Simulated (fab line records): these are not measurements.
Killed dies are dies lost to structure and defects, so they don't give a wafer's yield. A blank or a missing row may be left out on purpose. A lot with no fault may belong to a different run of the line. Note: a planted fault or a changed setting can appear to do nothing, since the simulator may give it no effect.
Problem report in the 8D (eight disciplines) form, filled by code | flow nand_harc | the parts of the form that need people (team, actions taken, sign-off) are left out

== 1. THE PROBLEM ==
Wafers without a fault read 31, standard deviation 11; killed_at_array at NHARC_END_SORT_01 reads a mean of 674 on 2 wafers belonging to 2 lots. That puts it +58 standard deviations away from the usual mean.
The first sign was on wafer L709.2 at day 24 05:12, on prober-02. The record holds 36 wafers of 12 lots with a number at this step. Rule for "out", or "out of limits": more than 4 standard deviations from the usual mean. The rest of the wafers with a number are treated as sound.

== 2. WHAT IT IS, AND WHAT IT ISN'T ==
question                    | is                           | is not
which readings at this step | killed_at_array, killed_dies | killed_at_other, killed_at_periphery, killed_open, killed_short
which lots                  | L709, L713                   | L693, L694, L695, L698, L700, L701, L702, L705, L714, L716
which wafers of those lots  | L709.2, L713.5               | L709.4, L709.6, L713.4, L713.6
read on which gauges        | prober-02                    | prober-01
when                        | from day 24 05:12            | up to then (24 sound wafers); but 10 sound wafers of L709, L713, L714, L716 came after

== 3. SUSPECTS, AND WHAT RULES EACH OUT ==
Counting: any tool at a process step up to the reading remains a suspect provided it ran every lot that is out. Sound lots after the first of them don't rule it out here, since some wafers of a struck lot are sound.
- the gauge at NHARC_END_SORT_01 is ruled out. All the wafers that are out were read on prober-02, but those of them that NHARC_A_CONTACT_ETCH_102 has rows for are out there too, on other tools.
- rie_diel-03 at NHARC_A_CONTACT_ETCH_102 (etches the open film in CF4/O2, target depth 70 nm, overetch 7 nm, time 38.5 s): kept. Every lot that is out went through it, the first being L709 (day 20 22:36); the last sound lot it ran before that was L700 (day 18 13:32). On those wafers its own readings are out: run_length_s.
- In rie_diel-03 at NHARC_A_CONTACT_ETCH_102, the wafers that are out were processed in chamber 0 and their sound lot-mates in chambers 1, 3.
Left after counting: rie_diel-03 at NHARC_A_CONTACT_ETCH_102.

== 4. THE CAUSE (what the simulator had put in) ==
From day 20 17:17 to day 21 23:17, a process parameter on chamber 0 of rie_diel-03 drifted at NHARC_A_CONTACT_ETCH_102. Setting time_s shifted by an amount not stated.
This tool alone remained once counting was done.

== 5. SEQUENCE OF EFFECTS, ordered by route ==
Rows list readings where the struck wafers' mean (over those with a number) sits beyond 3 standard deviations from the usual. Readings are gone through only where the record gives a usual standard deviation; hours: the median, over the lots, of the time from a lot's start at the first step in this table giving one to that lot's start at this step; sigmas: the change measured in usual standard deviations.
hours | step                     | reading         | usual  | on struck wafers | change | sigmas
0     | NHARC_A_CONTACT_ETCH_102 | run_length_s    | 60.0 s | 54.2             | -5.8   | -13
80    | NHARC_END_SORT_01        | killed_at_array | 31     | 674              | +643   | +58
80    | NHARC_END_SORT_01        | killed_dies     | 34     | 677              | +643   | +54
It contains these process steps:
- NHARC_A_CONTACT_ETCH_102: etches the open film in CF4/O2, target depth 70 nm, overetch 7 nm, time 38.5 s.

== 6. WHAT WOULD HAVE CAUGHT IT SOONER ==
The first out-of-limits reading at a measuring or inspecting step in this record came at day 24 05:12, 84 hours after the fault's start at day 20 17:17.
Tool's own readings at NHARC_A_CONTACT_ETCH_102, run_length_s: out on all struck wafers the step has rows for; an alarm limit on them would have tripped on the first.
Lots out: 2; all had begun NHARC_A_CONTACT_ETCH_102 on rie_diel-03 by day 24 05:12. None of them would have been spared by holding the tool at that moment.
